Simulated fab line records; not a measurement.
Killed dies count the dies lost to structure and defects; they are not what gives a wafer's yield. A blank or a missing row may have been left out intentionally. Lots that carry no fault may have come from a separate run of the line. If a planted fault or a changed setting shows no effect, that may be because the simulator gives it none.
Comparing a struck lot with a sound one + flow n5 finfet + 18 steps out of a route of 1938
Sound: these wafers, L691.2, L691.4, L691.5. Struck: wafers L694.2, L694.4. Last of all comes the cause.
For every step that has rows: the tool of each side, followed by ch and its chambers, followed by its first start. Under that, the readings that differ: sound wafers + struck wafers + difference of the means + sigmas: that difference in standard deviations of wafers without a fault.
alike: readings with means less than 2 such deviations apart, plus words and numbers identical on both sides. not compared: withheld readings, readings lacking a value on some wafer, bounds such as >300 that could conceal the same value, and numbers that have no deviation in the record and whose values overlap.
A row with sigmas, a row that says differs or no value, or rows on one side alone: a step with any of these is where the two part. When numbers do not overlap yet have no deviation, they are printed without sigmas and do not part them. Lack of a reading on every wafer of one side parts them only where that side has two or more wafers.

first, 9 steps without rows for these wafers: N5_BEOL_M4_COAT_61 (time 60 s, resist thk 60 nm); N5_BEOL_M4_COAT_62 (time 60 s, resist thk 12 nm); N5_BEOL_M4_COAT_73 (time 60 s, resist thk 5 nm); N5_BEOL_M4_COAT_05 (resist thk 30 nm); N5_BEOL_M4_EBR_07; N5_BEOL_M4_SOFTBAKE_06 (time 60 s); N5_BEOL_M4_EXPOSE_08 (exposes mask M4); N5_BEOL_M4_PEB_09 (peb time 60 s); N5_BEOL_M4_DEVELOP_10 (develop time 30 s).
N5_BEOL_M4_CD_MEAS_11 targets a cd of 16.79 nm.
  sound on cd sem-02 ch 0, day 8 14:06; struck on cd sem-01 ch 0, day 9 12:22
  alike: cd nm
N5_BEOL_M4_OVL_MEAS_12:
  sound on overlay-02 ch 0, day 8 14:08; struck on overlay-02 ch 0, day 9 12:25
  alike: M4_OVL
N5_BEOL_M4_INSPECT_13: inspects for defects (brightfield).
  sound on defect inspect-01, day 8 14:11; struck on defect inspect-02, day 9 12:28
  alike: raw defect count
N5_BEOL_M4_DESCUM_16: chemistry O2, time 7 s.
  sound on rie diel-04 ch 1,2, day 8 14:13; struck on rie diel-04 ch 1,3, day 9 12:30
| reading                                      | sound        | struck    | difference | sigmas |
|----------------------------------------------|--------------|-----------|------------|--------|
| model.CAR-EUV_of_BEOL_M4_COAT_05.thk nm (nm) | 25.8 25.8 26 | 26.8 26.8 | +0.9       |        |
  alike: drypump motor current A, oes product au, rf vpp V, showerhead plenum p Torr, throttle valve pct
  not compared: rf hours counter h
N5_BEOL_M4_ETCH_74: etches underlayer in N2/H2, target depth 6.5 nm, time 5.2 s.
  sound on rie diel-04 ch 1,2, day 8 14:16; struck on rie diel-04 ch 1,3, day 9 12:32
  alike: bias w, drypump motor current A, etch rf on time s, oes product au, rf vpp V, showerhead plenum p Torr, throttle valve pct
  not compared: rf hours counter h
N5_BEOL_M4_ETCH_63: etches SiARC in CF4, target depth 15.6 nm, time 26 s.
  sound on rie diel-04 ch 1,2, day 8 14:16; struck on rie diel-04 ch 1,3, day 9 12:33
| reading                                      | sound      | struck | difference | sigmas |
|----------------------------------------------|------------|--------|------------|--------|
| model.CAR-EUV_of_BEOL_M4_COAT_05.thk nm (nm) | 11 11 11.2 | 12 12  | +1         |        |
  alike: bias w, drypump motor current A, etch rf on time s, oes product au, rf vpp V, showerhead plenum p Torr, throttle valve pct
  not compared: rf hours counter h
N5_BEOL_M4_ETCH_64: etches SOC in N2/H2, target depth 75 nm, overetch 22.5 nm, time 121.9 s.
  sound on rie diel-04 ch 1,2, day 8 14:18; struck on rie diel-04 ch 1,3, day 9 12:35
  alike: bias w, drypump motor current A, oes product au, rf vpp V, showerhead plenum p Torr, throttle valve pct
  not compared: rf hours counter h
N5_BEOL_M4_RC_MEAS_101:
  sound on prober-01 ch 0, day 8 21:38; struck on prober-01 ch 0, day 9 20:07
  alike: DIBL_N, DIBL_P, IOFF_N, IOFF_P, ION_N, ION_P, SS_N, SS_P, VT_N, VT_P
-- here the record skips 4 days between the struck wafers' starts before and after, leaving off in module BEOL_M4 and picking up in module PASSIVATION (first step shown: number 1936 of the route) --
N5_PASSIVATION_PROBE_49:
  sound on prober-01, day 13 13:05; struck on prober-01, day 14 01:29
| reading            | sound       | struck | difference | sigmas |
|--------------------|-------------|--------|------------|--------|
| killed_at_M4_up    | 35 20 31    | 14 13  | -15        | -2     |
| killed at contacts | 25 21 17    | 13 2   | -14        | -3     |
| killed open        | 117 100 102 | 57 66  | -45        | -3     |
  alike: defect limited yield, killed_at_M0_to_M3, killed at front end, killed at other, killed dies, killed on rim, killed short, sort_bin_5_function, sort_bin_6_memory, sort n pass, sort yield pct

WHERE THEY PART
Within this record, at N5_PASSIVATION_PROBE_49 only.

WHY: whatever the simulator had introduced
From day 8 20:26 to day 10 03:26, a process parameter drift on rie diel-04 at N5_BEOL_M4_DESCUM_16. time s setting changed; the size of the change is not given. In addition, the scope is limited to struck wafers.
